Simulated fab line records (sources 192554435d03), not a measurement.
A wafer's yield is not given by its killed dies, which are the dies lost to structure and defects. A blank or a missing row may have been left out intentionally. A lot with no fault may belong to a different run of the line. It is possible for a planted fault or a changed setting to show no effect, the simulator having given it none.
Split-lot experiment	flow n5 finfet	21 wafers read across 7 lots, on a route 1938 steps long

== SPLIT DETAILS ==
At N5_BEOL_M1_PECVD_72 (deposits SiO2 from TEOS/O2, target thk 16 nm, time 18 s), the setting time s was moved away from the recipe's 18 s on 6 of the 21 wafers read, by -12.4% to +8.8%. For the rest of the wafers, this setting stayed at what the recipe calls for.

The reading is taken at the split's own step.

== THE READING ==
SiO2_of_BEOL_M1_PECVD_72.thk nm (the simulator's own value, which no gauge read), in nm, at N5_BEOL_M1_PECVD_72 (deposits SiO2 from TEOS/O2, target thk 16 nm, time 18 s). No usual value for it is given in the file. Across the 15 wafers here that went through the recipe, the average is 16.0 nm and the standard deviation 0.31 nm.

wafer	tool, chamber at the split	time s as run, s	against the recipe	SiO2_of_BEOL_M1_PECVD_72.thk nm, nm	against lot-mates on the recipe
L076.1	pecvd-01, 2,0	18	recipe	15.8	-
L076.3	pecvd-01, 2,0	18	recipe	15.8	-
L076.4	pecvd-01, 0	19.59	+8.8%	17.2	+1.4
L083.1	pecvd-01, 2	18	recipe	16	-
L083.3	pecvd-01, 0	18.91	+5.1%	16.6	+0.5
L083.4	pecvd-01, 1	18	recipe	16.2	-
L084.1	pecvd-03, 2	18	recipe	15.8	-
L084.3	pecvd-03, 0	18	recipe	16	-
L084.5	pecvd-03, 1	18	recipe	16.4	-
L086.1	pecvd-01, 1	18	recipe	15.4	-
L086.2	pecvd-01, 0,1	18	recipe	15.6	-
L086.6	pecvd-01, 0,1	18	recipe	15.6	-
L090.1	pecvd-04, 1,0	18	recipe	16.2	-
L090.6	pecvd-04, 1,0	18	recipe	16.2	-
L090.4	pecvd-04, 1	18	recipe	16.6	-
L096.1	pecvd-04, 0	15.76	-12.4%	14	-2.0
L096.3	pecvd-04, 1	15.76	-12.4%	14.2	-1.8
L096.4	pecvd-04, 0	18	recipe	16	-
L097.2	pecvd-04, 1	18	recipe	16	-
L097.4	pecvd-04, 0	16.83	-6.5%	15	-1.0
L097.5	pecvd-04, 2	16.83	-6.5%	15.6	-0.4
Rows listing several chambers each stand for several wafers; the file does not say which wafer went through which chamber.

FIT RESULTS
A straight line over all 21 wafers: SiO2_of_BEOL_M1_PECVD_72.thk nm changes by +0.14 nm for each +1% of time s; r = +0.92; the points scatter about the line by 0.31 nm.
The same after taking each lot's own level away (the mean of its wafers on the recipe; 21 wafers): +0.144 nm for each +1%; r = +0.96; scatter 0.2 nm.
According to that fit, moving time s by its largest amount changes the reading by 1.8 nm.
From 15.53 to 16.33 nm: that is the span of the lots' own levels, equal to 2.6 times the standard deviation above.
The two slopes agree, so the slope changes little with the lot-to-lot level.
Check: with one of the wafers moved furthest among these (-12.4%) left out of the fit, the line predicts -1.68 nm for it against its lot-mates. It came out at -2 nm against them.

== THE OTHER SPLITS THESE WAFERS WENT THROUGH ==
These wafers also went through other splits before the reading. Each is held against what the fit with the lots' levels taken away leaves over:
other split on the same wafers	wafers away from the commonest value	r with SiO2_of_BEOL_M1_PECVD_72.thk nm (lot level and that fit taken away)
N5_HKMG_FIN_ETCH_32 bias w	9	+0.22
N5_GATE_CUT_CUT_ETCH_54 icp w	4	-0.06
N5_MOL_CONTACT_COAG_ALD_27 ald cycles	7	+0.10
N5_MOL_CONTACT_COAG_PECVD_31 temp c	10	-0.05
N5_BEOL_M0_SAQP_PECVD_04 time s	3	+0.07
N5_BEOL_M0_SAQP_DEVELOP_13 develop time s	4	-0.01
N5_BEOL_M0_SAQP_SPACER2_ALD_26 target thk a	7	-0.28
N5_BEOL_M0_SAQP_COAT_87 temp c	10	+0.24

== FILE'S OWN FIT ==
SiO2_of_BEOL_M1_PECVD_72.thk nm changes by +0.143 nm for each +1% of time s, r = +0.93.
